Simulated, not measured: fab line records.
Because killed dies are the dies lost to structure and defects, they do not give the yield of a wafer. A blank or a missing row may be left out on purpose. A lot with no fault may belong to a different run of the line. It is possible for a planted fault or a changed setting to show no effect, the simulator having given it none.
Chamber matching || flow n5Finfet || N5_BEOL_M7_ETCH_72 on rieDiel-01: 4 sister chambers
The step etches underlayer in N2/H2, target depth 6.5 nm, time 5.2 s. 8 wafers are shown with their chamber, then 7 later ones without.

WAFERS, EACH WITH ITS CHAMBER
{"wafer": "L436.1", "chamber": 2, "drypumpMotorCurrentA (A)": 5.1, "showerheadPlenumPTorr (Torr)": 2.63}
{"wafer": "L438.3", "chamber": 1, "drypumpMotorCurrentA (A)": 6.4, "showerheadPlenumPTorr (Torr)": 2.54}
{"wafer": "L438.5", "chamber": 3, "drypumpMotorCurrentA (A)": 6.0, "showerheadPlenumPTorr (Torr)": 2.51}
{"wafer": "L443.2", "chamber": 0, "drypumpMotorCurrentA (A)": 6.2, "showerheadPlenumPTorr (Torr)": 2.39}
{"wafer": "L443.5", "chamber": 3, "drypumpMotorCurrentA (A)": 5.9, "showerheadPlenumPTorr (Torr)": 2.51}
{"wafer": "L443.6", "chamber": 2, "drypumpMotorCurrentA (A)": 5.1, "showerheadPlenumPTorr (Torr)": 2.63}
{"wafer": "L444.4", "chamber": 1, "drypumpMotorCurrentA (A)": 6.4, "showerheadPlenumPTorr (Torr)": 2.53}
{"wafer": "L444.5", "chamber": 0, "drypumpMotorCurrentA (A)": 6.2, "showerheadPlenumPTorr (Torr)": 2.39}

WAFERS MISSING THEIR CHAMBER
{"wafer": "L444.6", "drypumpMotorCurrentA (A)": 5.9, "showerheadPlenumPTorr (Torr)": 2.51}
{"wafer": "L451.2", "drypumpMotorCurrentA (A)": 6.4, "showerheadPlenumPTorr (Torr)": 2.53}
{"wafer": "L451.3", "drypumpMotorCurrentA (A)": 6.2, "showerheadPlenumPTorr (Torr)": 2.38}
{"wafer": "L451.5", "drypumpMotorCurrentA (A)": 5.9, "showerheadPlenumPTorr (Torr)": 2.50}
{"wafer": "L452.1", "drypumpMotorCurrentA (A)": 5.1, "showerheadPlenumPTorr (Torr)": 2.62}
{"wafer": "L452.3", "drypumpMotorCurrentA (A)": 6.4, "showerheadPlenumPTorr (Torr)": 2.52}
{"wafer": "L452.5", "drypumpMotorCurrentA (A)": 6.2, "showerheadPlenumPTorr (Torr)": 2.38}

WHICH CHAMBER EACH ONE RAN IN
{"wafer": "L444.6", "from the rows above": 3, "in truth": 3}
{"wafer": "L451.2", "from the rows above": 1, "in truth": 1}
{"wafer": "L451.3", "from the rows above": 0, "in truth": 0}
{"wafer": "L451.5", "from the rows above": 3, "in truth": 3}
{"wafer": "L452.1", "from the rows above": 2, "in truth": 2}
{"wafer": "L452.3", "from the rows above": 1, "in truth": 1}
{"wafer": "L452.5", "from the rows above": 0, "in truth": 0}
Correctly placed: 7 of 7. Number that these rows cannot place: 0. Wrongly placed: 0.
How it was worked out, from the rows above alone: a wafer's distance from a chamber is the root of the sum, over the readings, of the square of ((its reading less the chamber's mean) divided by the reading's scatter). The wafer belongs to the nearest chamber; if the next one is less than 2 further off, it can't be placed. A chamber's mean is the mean of its shown wafers. The scatter: take each reading less its chamber's mean, square it, sum over the shown wafers, divide by the number of wafers less the number of chambers, and take the root.
